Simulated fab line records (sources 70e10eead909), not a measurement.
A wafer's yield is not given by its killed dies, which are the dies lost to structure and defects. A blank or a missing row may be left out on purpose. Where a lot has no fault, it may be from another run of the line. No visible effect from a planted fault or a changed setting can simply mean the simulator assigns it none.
The tool behind it: which one? ; flow nand-harc ; 6 lots, 17 wafers sampled, at 4 steps of a route of 1302

== WHAT EACH GAUGE READ, for each wafer ==
NHARC_P_M0_THK_MEAS_24: measures by xrf.
lot;measured;on;thk-nm (nm)
L132;day 7 00:48;film-metro-02;115.2 117.0 116.7
L137;day 8 20:55;film-metro-02;115.3 117.4 116.3
L141;day 10 16:22;film-metro-01;114.5 117.7 117.5
L146;day 12 09:09;film-metro-01;116.3 118.4 110.1
L149;day 13 15:52;film-metro-01;110.6 116.9
L151;day 14 22:28;film-metro-01;117.0 117.7 117.5

== WHAT TOOL EACH LOT RAN ON (gives the tool, then ch and the chambers of the sampled wafers, and finally the start) ==
lot;NHARC_P_CONTACT_CVD_23;NHARC_P_M0_PVD_20;NHARC_P_M0_CMP_23
L132;cvd-w-02 ch 0,1, day 7 00:29 or earlier;pvd-sputter-02, day 7 00:29 or earlier;cmp-02 ch 0,3, day 7 00:29
L137;cvd-w-01 ch 0, day 8 20:37 or earlier;pvd-sputter-02, day 8 20:37 or earlier;cmp-01 ch 0,2,3, day 8 20:37
L141;cvd-w-02 ch 0,1, day 10 16:03 or earlier;pvd-sputter-03, day 10 16:03 or earlier;cmp-03 ch 2,3, day 10 16:03
L146;cvd-w-01 ch 0,1, day 12 08:50 or earlier;pvd-sputter-03, day 12 08:50 or earlier;cmp-03 ch 0,1, day 12 08:50
L149;cvd-w-01 ch 0,1, day 13 15:33 or earlier;pvd-sputter-02, day 13 15:33 or earlier;cmp-03 ch 3, day 13 15:33
L151;cvd-w-01 ch 1, day 14 22:08 or earlier;pvd-sputter-01, day 14 22:08 or earlier;cmp-01 ch 0,1, day 14 22:08
- NHARC_P_CONTACT_CVD_23: deposits W, target thk 200 nm, time 557 s.
- NHARC_P_M0_PVD_20: deposits TaN, target thk 5 nm, time 8.06 s.
- NHARC_P_M0_CMP_23: polishes, t overpolish 20 s, target thk 117.54 nm.

== THE ANSWER, worked out from the rows above alone ==
Rule: what is usual is taken from the lots themselves. The widest of any qualifying gaps counts: lots, ordered by their means at a reading, are off when they make up no more than a third of the lots, leave a main group of 4 or more, and stand apart from it by 3 or more times the standard deviation of that group's means. A main group is skipped when, at the precision printed for the reading in the tables above, its means are all equal. A lot without any number at a reading at which 4 lots or more have one is off too. Where the step has rows for the other lots, those lots are counted as sound.
Off: L146, L149, at NHARC_P_M0_THK_MEAS_24 (thk-nm). The main group: mean 116.7 nm, standard deviation 0.45.
A tool fits if, at a process step before that reading, it ran every lot that is off, and no sound lot after the first of them. Those tools and the gauges at NHARC_P_M0_THK_MEAS_24 are tried in the same way. Because NHARC_P_CONTACT_CVD_23 lacks a start for some lots, the hours and order of its lots are taken from NHARC_P_M0_CMP_23. Because NHARC_P_M0_PVD_20 lacks a start for some lots, the hours and order of its lots are taken from NHARC_P_M0_CMP_23. One fits: cmp-03 at NHARC_P_M0_CMP_23. A fault onset in the window from L141 (day 10 16:03, its last sound lot) to L146 (day 12 08:50, its first lot off) fits.

== WHAT THE SIMULATOR HAD PUT IN ==
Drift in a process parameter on cmp-03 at NHARC_P_M0_CMP_23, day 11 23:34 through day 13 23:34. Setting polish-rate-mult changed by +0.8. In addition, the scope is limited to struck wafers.
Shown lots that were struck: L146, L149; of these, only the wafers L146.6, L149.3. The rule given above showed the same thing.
